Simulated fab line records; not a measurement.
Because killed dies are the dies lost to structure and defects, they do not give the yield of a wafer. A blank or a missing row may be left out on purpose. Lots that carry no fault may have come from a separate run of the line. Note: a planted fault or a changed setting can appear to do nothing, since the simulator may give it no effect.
Matching of chambers ; flow nandHarc ; rieDiel-09 running NHARC_P_GATE_STRIP_101: 4 sister chambers
The step strips in O2, time 20 s. 4 wafers are shown with their chamber, then 7 later ones without.

WAFERS PAIRED WITH THEIR CHAMBERS
wafer;chamber;showerheadPlenumPTorr (Torr)
L081.4;3;3.65
L082.5;1;3.58
L085.2;2;3.51
L085.3;0;3.41

WAFERS WITHOUT THEIR CHAMBER
wafer;showerheadPlenumPTorr (Torr)
L085.6;3.58
L088.1;3.41
L088.3;3.51
L088.4;3.65
L097.2;3.64
L097.3;3.41
L097.5;3.50

CHAMBER TAKEN BY EACH
wafer;from the rows above;in truth
L085.6;1;1
L088.1;0;0
L088.3;2;2
L088.4;3;3
L097.2;3;3
L097.3;0;0
L097.5;2;2
Placed correctly: 7 of 7. Not placeable from these rows: 0. 0 placed wrongly.
How it was worked out, from the rows above alone: a wafer's distance from a chamber is the root of the sum, over the readings, of the square of ((its reading less the chamber's mean) divided by the reading's scatter). If the next closest chamber is less than 2 further off than the closest, the wafer can't be placed; otherwise it belongs to the closest. For every chamber, the mean is computed from those of its wafers that are shown. The scatter (one wafer shown for each chamber): square how far every hidden wafer sits from the nearest shown wafer, average those squares and take the square root.
